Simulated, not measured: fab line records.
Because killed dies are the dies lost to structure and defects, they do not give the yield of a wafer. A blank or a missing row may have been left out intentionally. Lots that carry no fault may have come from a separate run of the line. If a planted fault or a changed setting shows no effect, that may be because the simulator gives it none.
A struck lot beside a sound one || flow nand-harc || 15 steps out of a route of 1159
Sound: the wafers L341.1, L341.3, L341.5. Struck: wafers L352.1, L352.6. (L352.2 of the same lot was not struck and is left out.) The cause comes at the end.
Each step with rows lists, per side, the tool, then ch with its chambers, then its first start. Under that, the readings that differ: sound wafers || struck wafers || difference of the means || sigmas: that difference in standard deviations of wafers without a fault.
alike: readings with means less than 2 such deviations apart, plus words and numbers identical on both sides. not compared: withheld readings, readings lacking a value on some wafer, bounds such as >300 that could conceal the same value, and numbers that have no deviation in the record and whose values overlap.
A row with sigmas, a row that says differs or no value, or rows on one side alone: a step with any of these is where the two part. When numbers do not overlap yet have no deviation, they are printed without sigmas and do not part them. A reading that every wafer of one side lacks parts them only if that side has two wafers or more.

first, 3 steps without rows for these wafers: NHARC_THIN_TSV_EXPOSE_09 (exposes mask TSV); NHARC_THIN_TSV_PEB_10 (peb time 85 s); NHARC_THIN_TSV_DEVELOP_11 (time 70 s).
NHARC_THIN_TSV_CD_MEAS_12: the cd target is 1000 nm.
  sound on cd-sem-01 ch 0, day 19 10:13; struck on cd-sem-02 ch 0, day 22 18:58
  alike: cd-nm
then, 1 step without rows for these wafers: NHARC_THIN_TSV_HARDBAKE_13 (time 80 s).
NHARC_THIN_TSV_DESCUM_14: chemistry O2, time 3 s.
  sound on rie-diel-02 ch 1,2, day 19 10:23; struck on rie-diel-13 ch 0, day 22 19:07
{"reading": "showerhead-plenum-p-Torr (Torr)", "sound": "1.95 2.01 1.95", "struck": "1.78 1.78", "difference": -0.19, "sigmas": -2}
  alike: chamber-pressure-mTorr, drypump-motor-current-A, oes-product-au, rf-vpp-V, throttle-valve-pct
  not compared: rf-hours-counter-h
NHARC_THIN_TSV_ETCH_44: etches the open film in CF4/O2, target depth 1594.2 nm, time 797.1 s.
  sound on rie-diel-02 ch 0,2,3, day 19 10:31; struck on rie-diel-13 ch 1, day 22 19:16
  alike: bias-w, chamber-pressure-mTorr, drypump-motor-current-A, oes-product-au, rf-vpp-V, showerhead-plenum-p-Torr, throttle-valve-pct
  not compared: rf-hours-counter-h
NHARC_THIN_TSV_ETCH_15: target depth 3000 nm, bosch target overetch cycles 2, bosch etch step 2.8 s.
  sound on rie-si-04 ch 2,3, day 19 11:02; struck on rie-si-04 ch 0,1, day 22 19:47
  alike: drypump-motor-current-A
  not compared: rf-hours-counter-h
NHARC_THIN_TSV_CD_MEAS_16:
  sound on cd-sem-02, day 19 11:11; struck on cd-sem-02, day 22 19:55
  alike: cd-nm
NHARC_THIN_TSV_STRIP_45: strips in O2.
  sound on plasma-asher-02 ch 0,1, day 19 11:19; struck on plasma-asher-02 ch 0,1, day 22 20:00
  alike: drypump-motor-current-A, heater-power-w, rf-refl-power-W
  not compared: rf-hours-counter-h
then, 1 step without rows for these wafers: NHARC_THIN_TSV_STRIP_46 (strips in post etch residue remover, time 1200 s).
NHARC_THIN_TSV_DEP_47: deposits SiO2, target thk 200 nm.
  sound on pecvd-01 ch 0,1, day 19 12:10; struck on pecvd-01 ch 0,2, day 22 20:48
  alike: mfc-precursor-sccm, throttle-valve-pct
NHARC_THIN_TSV_ETCHBACK_48: etches the open film in C4F8/Ar, target depth 1028.5 nm, time 405.17 s.
  sound on rie-diel-13 ch 0,2, day 19 12:37; struck on rie-diel-08 ch 1,2, day 22 21:18
{"reading": "oes-product-au (a.u.)", "sound": "0.94 0.92 0.93", "struck": "0.82 0.82", "difference": -0.11, "sigmas": -3}
  alike: bias-w, chamber-pressure-mTorr, rf-vpp-V
  not compared: rf-hours-counter-h
then, 1 step without rows for these wafers: NHARC_THIN_TSV_STRIP_62 (strips in N2/H2, time 20 s).
NHARC_END_SORT_01:
  sound on prober-02 ch 0, day 20 10:03; struck on prober-02 ch 0, day 23 16:01
{"reading": "hold", "sound": "- - -", "struck": "await-dispo/6.2h/release await-dispo/6.2h/release", "difference": "no value on the sound wafers", "sigmas": ""}
{"reading": "defect-limited-yield (%)", "sound": "97.2 98.4 98.8", "struck": "0 0", "difference": -98, "sigmas": -61}
{"reading": "killed-at-array", "sound": "17 10 8", "struck": "46 32", "difference": "+27", "sigmas": "+3"}
{"reading": "killed-at-other", "sound": "1 0 0", "struck": "630 641", "difference": "+635", "sigmas": "+99 or more"}
{"reading": "killed-dies", "sound": "19 11 8", "struck": "677 677", "difference": "+664", "sigmas": "+60"}
{"reading": "sort_bin_2_pct (%)", "sound": "1.0 0.4 0.1", "struck": "96.0 95.4", "difference": "+95.2", "sigmas": "+99 or more"}
{"reading": "sort_bin_4_pct (%)", "sound": "1.6 1.0 0.9", "struck": "3.8 4.4", "difference": "+2.9", "sigmas": "+3"}
{"reading": "sort-n-pass", "sound": "658 666 669", "struck": "0 0", "difference": -664, "sigmas": -60}
{"reading": "sort-rim-yield-pct (%)", "sound": "98.1 98.1 100.0", "struck": "0 0", "difference": -99, "sigmas": -34}
{"reading": "sort-yield-pct (%)", "sound": "97.2 98.4 98.8", "struck": "0 0", "difference": -98, "sigmas": -61}
  alike: killed-at-periphery, killed-open, killed-short, sort_bin_3_pct

WHERE THEY PART
Earliest at NHARC_THIN_TSV_DESCUM_14; latest, in this record, at NHARC_END_SORT_01.

WHY: what the simulator had put in
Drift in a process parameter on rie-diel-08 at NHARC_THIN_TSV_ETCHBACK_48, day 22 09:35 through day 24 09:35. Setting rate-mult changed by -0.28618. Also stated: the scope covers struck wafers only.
